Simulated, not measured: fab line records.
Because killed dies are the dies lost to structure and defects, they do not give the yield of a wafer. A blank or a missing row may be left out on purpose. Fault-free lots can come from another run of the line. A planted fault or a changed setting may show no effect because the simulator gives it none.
Chamber matching	flow n5-finfet	4 sister chambers for N5_BEOL_M15_ETCH_61 on rie-diel-01
The step etches BARC in N2/H2, target depth 89 nm, overetch 26.7 nm, time 67.9 s. 14 wafers are shown with their chamber, then 7 later ones without.

## WAFERS PAIRED WITH THEIR CHAMBERS
wafer	chamber	throttle-valve-pct (%)	showerhead-plenum-p-Torr (Torr)	oes-product-au (a.u.)
L074.1	0	18.05	2.62	0.61
L074.2	3	18.30	2.63	0.61
L074.5	1	18.00	2.69	0.74
L078.1	3	18.30	2.62	0.60
L078.5	3	18.30	2.62	0.59
L078.6	2	17.46	2.70	0.74
L080.1	0	18.07	2.61	0.60
L080.5	3	18.29	2.62	0.60
L080.6	0	18.06	2.61	0.60
L081.4	2	17.49	2.70	0.74
L081.5	3	18.31	2.62	0.60
L081.6	0	18.07	2.61	0.60
L087.3	2	17.49	2.69	0.71
L087.4	0	18.10	2.61	0.59

SIGNATURES (means of the wafers above)
reading	chamber 0	chamber 1	chamber 2	chamber 3	scatter within a chamber
throttle-valve-pct	18.0700	18.0000	17.4800	18.3000	0.0148
showerhead-plenum-p-Torr	2.6120	2.6900	2.6967	2.6220	0.00476
oes-product-au	0.6000	0.7400	0.7300	0.6000	0.01
Rule: a wafer lies at a distance from a chamber equal to the root of the sum of squares, over the readings, of (its reading less the chamber's mean, divided by the reading's scatter). If the next closest chamber is less than 2 further off than the closest, the wafer can't be placed; otherwise it belongs to the closest. The scatter: take each reading less its chamber's mean, square it, sum over the shown wafers, divide by the number of wafers less the number of chambers, and take the root.

## WAFERS WITH NO CHAMBER GIVEN
wafer	throttle-valve-pct (%)	showerhead-plenum-p-Torr (Torr)	oes-product-au (a.u.)
L087.6	18.33	2.62	0.59
L095.3	17.93	2.61	0.79
L095.4	17.52	2.69	0.70
L095.6	17.52	2.69	0.70
L097.1	17.56	2.68	0.69
L097.2	18.10	2.66	0.68
L097.6	18.10	2.66	0.68

## THE CHAMBER EACH PASSED THROUGH
wafer	from the rows above	in truth
L087.6	3	3
L095.3	1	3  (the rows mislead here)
L095.4	2	2
L095.6	2	2
L097.1	2	2
L097.2	1	1
L097.6	1	1
Placed correctly: 6 of 7. Can't be placed from these rows: 0. Number placed wrongly: 1.
